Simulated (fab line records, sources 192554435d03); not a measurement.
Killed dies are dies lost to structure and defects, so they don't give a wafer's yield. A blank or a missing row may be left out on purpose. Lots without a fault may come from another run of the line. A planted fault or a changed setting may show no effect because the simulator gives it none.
Tool commonality check | flow n5_finfet | 10 lots, 30 wafers sampled

WHY IT WAS OPENED
At N5_WELL_APT_OVL_MEAS_09 the reading NWELL_OVL is flagged on 2 of 10 lots. Wafers without a fault read 4 nm, standard deviation 5.
Rule: a lot is flagged when every wafer of it that has a number lies more than 4 standard deviations from that mean, or none has a number. The other lots count as sound.

lot  | measured    | on         | NWELL_OVL (nm), wafer by wafer | flag
L726 | day 1 19:43 | overlay-01 | 7 13 14                        |
L727 | day 2 01:38 | overlay-02 | 6 7 6                          |
L730 | day 2 20:02 | overlay-02 | 2 2 8                          |
L734 | day 3 19:51 | overlay-02 | -2 4 2                         |
L736 | day 4 07:35 | overlay-01 | 38 36 31                       | FLAGGED
L737 | day 4 13:35 | overlay-01 | 29 33 31                       | FLAGGED
L741 | day 5 13:49 | overlay-02 | 8 8 6                          |
L745 | day 6 13:50 | overlay-02 | 6 10 10                        |
L747 | day 7 01:45 | overlay-02 | 6 5 9                          |
L748 | day 7 07:44 | overlay-01 | 6 -2 -2                        |
The numbers of the flagged lots are 33 nm on average: +29 nm against the usual, or +6 standard deviations.

WHICH TOOL RAN EACH LOT
The record holds 2 process steps before the reading, out of a route of 1938 steps. In each cell: the tool, then ch and the chambers that the sampled wafers went through, then the start.
lot  | flag    | N5_ZERO_LAYER_ETCH_18           | N5_WELL_APT_EXPOSE_05
L726 |         | rie_si-02 ch 0,3, day 1 18:47   | krf_scanner-02 ch 0, day 1 19:31
L727 |         | rie_si-01 ch 0,2,3, day 2 00:50 | krf_scanner-02 ch 0, day 2 01:27
L730 |         | rie_si-02 ch 0,1,3, day 2 19:01 | krf_scanner-02 ch 0, day 2 19:51
L734 |         | rie_si-02 ch 0,3, day 3 18:55   | krf_scanner-01 ch 0, day 3 19:39
L736 | FLAGGED | rie_si-06 ch 0,2,3, day 4 06:47 | krf_scanner-02 ch 0, day 4 07:23
L737 | FLAGGED | rie_si-06 ch 0,2,3, day 4 12:47 | krf_scanner-02 ch 0, day 4 13:23
L741 |         | rie_si-02 ch 1,2, day 5 12:53   | krf_scanner-01 ch 0, day 5 13:37
L745 |         | rie_si-06 ch 1,2,3, day 6 12:55 | krf_scanner-01 ch 0, day 6 13:39
L747 |         | rie_si-02 ch 0,1,2, day 7 00:56 | krf_scanner-01 ch 0, day 7 01:33
L748 |         | rie_si-01 ch 2,3, day 7 06:55   | krf_scanner-01 ch 0, day 7 07:32
What these steps do:
- N5_ZERO_LAYER_ETCH_18: etches Si in HBr/Cl2, target depth 120 nm, time 40 s.
- N5_WELL_APT_EXPOSE_05: exposes mask NWELL, defocus 0 nm, target cd 200 nm.
- N5_WELL_APT_OVL_MEAS_09

FLAGGED OVER TOTAL, TOOL BY TOOL (the gauges that took the reading come last)
step                    | tool           | lots run | flagged | share of the flagged lots | sound lots run after its first flagged lot
N5_ZERO_LAYER_ETCH_18   | rie_si-01      | 2        | 0       | none                      | -
N5_ZERO_LAYER_ETCH_18   | rie_si-02      | 5        | 0       | none                      | -
N5_ZERO_LAYER_ETCH_18   | rie_si-06      | 3        | 2       | all                       | 1 (L745)
N5_WELL_APT_EXPOSE_05   | krf_scanner-01 | 5        | 0       | none                      | -
N5_WELL_APT_EXPOSE_05   | krf_scanner-02 | 5        | 2       | all                       | 0
N5_WELL_APT_OVL_MEAS_09 | overlay-01     | 4        | 2       | all                       | 1 (L748)
N5_WELL_APT_OVL_MEAS_09 | overlay-02     | 6        | 0       | none                      | -

WHAT THE TABLE ALLOWS
3 rows of the table ran every flagged lot: rie_si-06 at N5_ZERO_LAYER_ETCH_18, krf_scanner-02 at N5_WELL_APT_EXPOSE_05, overlay-01 at N5_WELL_APT_OVL_MEAS_09.
- rie_si-06 at N5_ZERO_LAYER_ETCH_18: 2 of its 3 lots flagged. Sound lots ran on it after the first flagged one (L745), which a lasting fault on the whole tool wouldn't allow.
- krf_scanner-02 at N5_WELL_APT_EXPOSE_05: 2 of its 5 lots flagged. Its last sound lot is L730 (day 2 19:51), its first flagged lot L736 (day 4 07:23): a fault that began between those two fits.
- overlay-01 at N5_WELL_APT_OVL_MEAS_09: 2 of its 4 lots flagged. Sound lots ran on it after the first flagged one (L748), which a lasting fault on the whole tool wouldn't allow.
One tool is left: krf_scanner-02 at N5_WELL_APT_EXPOSE_05.

WHAT THE SIMULATOR HAD PUT IN
Scanner matching overlay: krf_scanner-02, from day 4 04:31 on, at N5_WELL_APT_EXPOSE_05. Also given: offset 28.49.
Lots struck among those shown: L736, L737. The rule above found the same.
